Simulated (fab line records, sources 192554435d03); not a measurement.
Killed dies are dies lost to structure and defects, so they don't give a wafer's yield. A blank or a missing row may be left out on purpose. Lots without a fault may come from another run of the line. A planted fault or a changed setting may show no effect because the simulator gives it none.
Chamber matching | flow n5_finfet | N5_BEOL_M1_ETCH_70 on rie_diel-06: 4 sister chambers
The step etches SOC in N2/H2, target depth 80 nm, overetch 16 nm, time 120 s. 20 wafers are shown with their chamber, then 10 later ones without.

WAFERS WITH THEIR CHAMBER
wafer  | chamber | showerhead_plenum_p_Torr (Torr) | throttle_valve_pct (%) | oes_product_au (a.u.)
L075.2 | 0       | 2.56                            | 17.80                  | 0.61
L075.3 | 1       | 2.48                            | 17.99                  | 0.52
L075.5 | 2       | 2.51                            | 17.92                  | 0.56
L077.1 | 3       | 2.42                            | 18.04                  | 0.54
L077.4 | 2       | 2.51                            | 17.92                  | 0.55
L077.5 | 2       | 2.51                            | 17.94                  | 0.56
L079.1 | 0       | 2.56                            | 17.83                  | 0.62
L079.2 | 3       | 2.42                            | 18.04                  | 0.54
L079.3 | 2       | 2.51                            | 17.94                  | 0.55
L080.2 | 3       | 2.42                            | 18.05                  | 0.54
L080.5 | 3       | 2.42                            | 18.05                  | 0.54
L080.6 | 2       | 2.51                            | 17.92                  | 0.55
L083.1 | 3       | 2.41                            | 18.05                  | 0.53
L083.3 | 0       | 2.55                            | 17.84                  | 0.60
L083.4 | 2       | 2.51                            | 17.95                  | 0.55
L085.3 | 3       | 2.41                            | 18.06                  | 0.53
L085.5 | 2       | 2.50                            | 17.96                  | 0.54
L085.6 | 3       | 2.41                            | 18.07                  | 0.53
L086.4 | 2       | 2.50                            | 17.97                  | 0.54
L086.5 | 3       | 2.41                            | 18.08                  | 0.53

SIGNATURES (means of the wafers above)
reading                  | chamber 0 | chamber 1 | chamber 2 | chamber 3 | scatter within a chamber
showerhead_plenum_p_Torr | 2.5567    | 2.4800    | 2.5075    | 2.4150    | 0.0051
throttle_valve_pct       | 17.8233   | 17.9900   | 17.9400   | 18.0550   | 0.0174
oes_product_au           | 0.6100    | 0.5200    | 0.5500    | 0.5350    | 0.00707
Rule: a wafer's distance from a chamber is the root of the sum, over the readings, of the square of ((its reading less the chamber's mean) divided by the reading's scatter). The wafer belongs to the nearest chamber; if the next one is less than 2 further off, it can't be placed. The scatter: the root of (the sum of the squares of (reading less its chamber's mean) over the shown wafers, divided by (wafers less chambers)).

WAFERS WITHOUT THEIR CHAMBER
wafer  | showerhead_plenum_p_Torr (Torr) | throttle_valve_pct (%) | oes_product_au (a.u.)
L086.6 | 2.55                            | 17.84                  | 0.59
L088.2 | 2.41                            | 18.07                  | 0.53
L088.4 | 2.55                            | 17.87                  | 0.59
L088.6 | 2.50                            | 17.97                  | 0.54
L092.3 | 2.41                            | 18.10                  | 0.52
L092.4 | 2.55                            | 17.86                  | 0.59
L092.5 | 2.48                            | 17.59                  | 0.74
L097.3 | 2.47                            | 17.61                  | 0.71
L097.5 | 2.72                            | 17.64                  | 0.73
L097.6 | 2.49                            | 18.00                  | 0.53

WHICH CHAMBER EACH WENT THROUGH
wafer  | from the rows above | in truth
L086.6 | 0                   | 0
L088.2 | 3                   | 3
L088.4 | 0                   | 0
L088.6 | 2                   | 2
L092.3 | 3                   | 3
L092.4 | 0                   | 0
L092.5 | 0                   | 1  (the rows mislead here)
L097.3 | 0                   | 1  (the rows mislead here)
L097.5 | 0                   | 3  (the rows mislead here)
L097.6 | 1                   | 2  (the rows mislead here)
Placed correctly: 6 of 10. Can't be placed from these rows: 0. Placed wrongly: 4.
